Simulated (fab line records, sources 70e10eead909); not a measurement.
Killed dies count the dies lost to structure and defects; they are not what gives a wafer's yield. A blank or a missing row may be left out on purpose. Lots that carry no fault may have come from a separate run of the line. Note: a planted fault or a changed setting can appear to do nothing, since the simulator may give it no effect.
Chamber matching || flow nand-harc || NHARC_P_BONDPAD_STRIP_15 on rie-diel-07: 4 sister chambers
The step strips in O2. 14 wafers are shown with their chamber, then 7 later ones without.

== WAFERS PAIRED WITH THEIR CHAMBERS ==
{"wafer": "L075.1", "chamber": 0, "drypump-motor-current-A (A)": 5.8, "oes-product-au (a.u.)": 0.970, "rf-vpp-V (V)": 57.2}
{"wafer": "L075.3", "chamber": 2, "drypump-motor-current-A (A)": 6.1, "oes-product-au (a.u.)": 0.991, "rf-vpp-V (V)": 57.4}
{"wafer": "L075.4", "chamber": 3, "drypump-motor-current-A (A)": 5.7, "oes-product-au (a.u.)": 0.991, "rf-vpp-V (V)": 56.3}
{"wafer": "L077.1", "chamber": 3, "drypump-motor-current-A (A)": 5.7, "oes-product-au (a.u.)": 0.993, "rf-vpp-V (V)": 59.1}
{"wafer": "L077.2", "chamber": 1, "drypump-motor-current-A (A)": 5.0, "oes-product-au (a.u.)": 0.993, "rf-vpp-V (V)": 58.0}
{"wafer": "L077.4", "chamber": 2, "drypump-motor-current-A (A)": 6.0, "oes-product-au (a.u.)": 0.997, "rf-vpp-V (V)": 56.9}
{"wafer": "L086.1", "chamber": 0, "drypump-motor-current-A (A)": 5.8, "oes-product-au (a.u.)": 0.972, "rf-vpp-V (V)": 59.4}
{"wafer": "L086.2", "chamber": 1, "drypump-motor-current-A (A)": 5.0, "oes-product-au (a.u.)": 0.995, "rf-vpp-V (V)": 58.1}
{"wafer": "L086.4", "chamber": 3, "drypump-motor-current-A (A)": 5.7, "oes-product-au (a.u.)": 0.981, "rf-vpp-V (V)": 58.1}
{"wafer": "L087.2", "chamber": 0, "drypump-motor-current-A (A)": 5.9, "oes-product-au (a.u.)": 0.979, "rf-vpp-V (V)": 56.4}
{"wafer": "L087.4", "chamber": 1, "drypump-motor-current-A (A)": 5.0, "oes-product-au (a.u.)": 0.993, "rf-vpp-V (V)": 57.4}
{"wafer": "L087.6", "chamber": 2, "drypump-motor-current-A (A)": 6.1, "oes-product-au (a.u.)": 0.993, "rf-vpp-V (V)": 56.8}
{"wafer": "L090.1", "chamber": 0, "drypump-motor-current-A (A)": 5.8, "oes-product-au (a.u.)": 0.970, "rf-vpp-V (V)": 57.3}
{"wafer": "L090.4", "chamber": 1, "drypump-motor-current-A (A)": 5.0, "oes-product-au (a.u.)": 0.986, "rf-vpp-V (V)": 58.6}

SIGNATURES (averages over the wafers above)
{"reading": "drypump-motor-current-A", "chamber 0": 5.825, "chamber 1": 5.000, "chamber 2": 6.067, "chamber 3": 5.700, "scatter within a chamber": 0.0376}
{"reading": "oes-product-au", "chamber 0": 0.97275, "chamber 1": 0.99175, "chamber 2": 0.99367, "chamber 3": 0.98833, "scatter within a chamber": 0.0045}
{"reading": "rf-vpp-V", "chamber 0": 57.575, "chamber 1": 58.025, "chamber 2": 57.033, "chamber 3": 57.833, "scatter within a chamber": 0.994}
Rule: for a wafer and a chamber, the distance is found by dividing, reading by reading, the gap between the wafer's reading and the chamber's mean by the reading's scatter, squaring, summing and taking the root. The wafer belongs to the nearest chamber; if the next one is less than 2 further off, it can't be placed. The scatter: the root of (the sum of the squares of (reading less its chamber's mean) over the shown wafers, divided by (wafers less chambers)).

== WAFERS WITHOUT THEIR CHAMBER ==
{"wafer": "L090.6", "drypump-motor-current-A (A)": 5.7, "oes-product-au (a.u.)": 0.981, "rf-vpp-V (V)": 58.8}
{"wafer": "L094.2", "drypump-motor-current-A (A)": 5.0, "oes-product-au (a.u.)": 1.018, "rf-vpp-V (V)": 58.5}
{"wafer": "L094.5", "drypump-motor-current-A (A)": 5.8, "oes-product-au (a.u.)": 0.986, "rf-vpp-V (V)": 59.8}
{"wafer": "L094.6", "drypump-motor-current-A (A)": 5.0, "oes-product-au (a.u.)": 1.027, "rf-vpp-V (V)": 58.6}
{"wafer": "L096.1", "drypump-motor-current-A (A)": 6.1, "oes-product-au (a.u.)": 1.002, "rf-vpp-V (V)": 58.7}
{"wafer": "L096.3", "drypump-motor-current-A (A)": 5.9, "oes-product-au (a.u.)": 0.991, "rf-vpp-V (V)": 58.6}
{"wafer": "L096.6", "drypump-motor-current-A (A)": 6.1, "oes-product-au (a.u.)": 0.993, "rf-vpp-V (V)": 58.1}

== EACH ONE'S CHAMBER ==
{"wafer": "L090.6", "from the rows above": 3, "in truth": 3}
{"wafer": "L094.2", "from the rows above": 1, "in truth": 1}
{"wafer": "L094.5", "from the rows above": "can't be placed: 3 or 0", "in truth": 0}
{"wafer": "L094.6", "from the rows above": 1, "in truth": 1}
{"wafer": "L096.1", "from the rows above": 2, "in truth": 2}
{"wafer": "L096.3", "from the rows above": "can't be placed: 0 or 2 or 3", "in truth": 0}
{"wafer": "L096.6", "from the rows above": 2, "in truth": 2}
Correct placement for 5 of the 7. From these rows, 2 cannot be placed; in 2 the true chamber is one of the candidates. Wrongly placed: 0.
